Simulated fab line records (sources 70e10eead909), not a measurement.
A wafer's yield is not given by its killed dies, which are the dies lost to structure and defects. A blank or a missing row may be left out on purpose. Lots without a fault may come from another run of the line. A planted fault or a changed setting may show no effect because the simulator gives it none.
Matching of chambers | flow nand harc | 4 sister chambers for NHARC_P_M2_DESCUM_14 on rie diel-03
The step chemistry O2, time 3 s. 20 wafers are shown with their chamber, then 10 later ones without.

== EACH WAFER AND ITS CHAMBER ==
wafer  | chamber | rf vpp V (V) | oes product au (a.u.) | throttle valve pct (%)
L075.1 | 2       | 57.1         | 1.006                 | 11.306
L075.2 | 0       | 58.3         | 1.006                 | 11.313
L075.4 | 1       | 57.8         | 0.996                 | 11.320
L075.3 | 3       | 57.9         | 1.018                 | 11.322
L075.5 | 2       | 56.5         | 1.003                 | 11.308
L075.6 | 1       | 58.9         | 1.008                 | 11.312
L078.2 | 3       | 56.9         | 1.012                 | 11.295
L078.3 | 2       | 56.6         | 1.003                 | 11.309
L078.6 | 0       | 59.6         | 1.018                 | 11.306
L084.3 | 1       | 56.7         | 1.016                 | 11.308
L084.5 | 2       | 57.8         | 1.007                 | 11.319
L084.6 | 1       | 58.2         | 1.017                 | 11.314
L084.1 | 0       | 57.9         | 1.020                 | 11.299
L084.2 | 2       | 57.4         | 1.013                 | 11.309
L084.4 | 3       | 56.4         | 1.019                 | 11.312
L088.3 | 1       | 57.7         | 1.010                 | 11.318
L088.5 | 3       | 57.8         | 1.008                 | 11.319
L088.6 | 0       | 60.2         | 1.024                 | 11.328
L091.1 | 3       | 58.0         | 1.015                 | 11.313
L091.2 | 0       | 56.7         | 1.008                 | 11.296

SIGNATURES (averages over the wafers above)
reading            | chamber 0 | chamber 1 | chamber 2 | chamber 3 | scatter within a chamber
rf vpp V           | 58.540    | 57.860    | 57.080    | 57.400    | 0.919
oes product au     | 1.01520   | 1.00940   | 1.00640   | 1.01440   | 0.0065
throttle valve pct | 11.30840  | 11.31440  | 11.31020  | 11.31220  | 0.00897
Rule: for each reading, subtract the chamber's mean from the wafer's reading, divide by that reading's scatter and square the result; add these up over the readings and take the root, which gives the wafer's distance from the chamber. If the next closest chamber is less than 2 further off than the closest, the wafer can't be placed; otherwise it belongs to the closest. The scatter: the root of (the sum of the squares of (reading less its chamber's mean) over the shown wafers, divided by (wafers less chambers)).

== WAFERS WITH NO CHAMBER GIVEN ==
wafer  | rf vpp V (V) | oes product au (a.u.) | throttle valve pct (%)
L091.3 | 59.0         | 0.994                 | 11.308
L094.1 | 58.8         | 0.996                 | 11.298
L094.2 | 58.9         | 0.997                 | 11.321
L094.3 | 58.2         | 1.008                 | 11.309
L097.2 | 59.0         | 1.004                 | 11.303
L097.3 | 57.0         | 1.000                 | 11.300
L097.5 | 56.4         | 1.002                 | 11.315
L096.2 | 58.4         | 1.012                 | 11.317
L096.3 | 56.5         | 1.008                 | 11.308
L096.6 | 57.9         | 1.012                 | 11.300

== CHAMBER TAKEN BY EACH ==
wafer  | from the rows above               | in truth
L091.3 | can't be placed: 1 or 2 or 0 or 3 | 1
L094.1 | can't be placed: 2 or 1 or 0 or 3 | 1
L094.2 | can't be placed: 1 or 2 or 0 or 3 | 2
L094.3 | can't be placed: 1 or 0 or 2 or 3 | 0
L097.2 | can't be placed: 0 or 1 or 2 or 3 | 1
L097.3 | can't be placed: 2 or 1 or 3 or 0 | 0
L097.5 | can't be placed: 2 or 1 or 3      | 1
L096.2 | can't be placed: 1 or 0 or 3 or 2 | 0
L096.3 | can't be placed: 2 or 3 or 1 or 0 | 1
L096.6 | can't be placed: 0 or 3 or 1 or 2 | 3
Correct placement for 0 of the 10. Can't be placed from these rows: 10 (the true chamber is among the candidates in 10). Number placed wrongly: 0.
